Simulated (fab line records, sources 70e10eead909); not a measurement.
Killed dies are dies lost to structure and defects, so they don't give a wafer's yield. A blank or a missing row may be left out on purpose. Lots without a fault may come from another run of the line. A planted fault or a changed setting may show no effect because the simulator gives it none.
Chamber matching | flow nand_harc | NHARC_A_M1_CMP_23 on cmp-02: 4 sister chambers
The step polishes, t overpolish 20 s, target thk 154.34 nm. 7 wafers are shown with their chamber, then 8 later ones without.

WAFERS WITH THEIR CHAMBER
wafer  | chamber | motor_current_A (A) | time_to_endpoint_s (s)
L079.5 | 1       | 14.4                | 23.7
L080.1 | 2       | 12.6                | 30.8
L080.2 | 0       | 11.6                | 28.4
L091.1 | 2       | 12.7                | 35.0
L091.3 | 1       | 14.5                | 28.3
L091.6 | 3       | 11.2                | 32.1
L090.1 | 3       | 11.4                | 30.8

WAFERS WITHOUT THEIR CHAMBER
wafer  | motor_current_A (A) | time_to_endpoint_s (s)
L090.3 | 12.1                | 30.5
L090.5 | 11.7                | 33.2
L093.1 | 11.3                | 30.8
L093.4 | 11.8                | 31.7
L093.6 | 14.1                | 28.1
L093.2 | 11.6                | 33.6
L093.3 | 14.6                | 29.3
L093.5 | 11.8                | 31.8

WHICH CHAMBER EACH WENT THROUGH
wafer  | from the rows above     | in truth
L090.3 | can't be placed: 0 or 2 | 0
L090.5 | can't be placed: 0 or 3 | 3
L093.1 | 3                       | 3
L093.4 | 0                       | 0
L093.6 | 1                       | 1
L093.2 | can't be placed: 0 or 3 | 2
L093.3 | 1                       | 1
L093.5 | 0                       | 0
Placed correctly: 5 of 8. Can't be placed from these rows: 3 (the true chamber is among the candidates in 2). Placed wrongly: 0.
How it was worked out, from the rows above alone: a wafer's distance from a chamber is the root of the sum, over the readings, of the square of ((its reading less the chamber's mean) divided by the reading's scatter). The wafer belongs to the nearest chamber; if the next one is less than 2 further off, it can't be placed. A chamber's mean is the mean of its shown wafers. The scatter: the root of (the sum of the squares of (reading less its chamber's mean) over the shown wafers, divided by (wafers less chambers)).
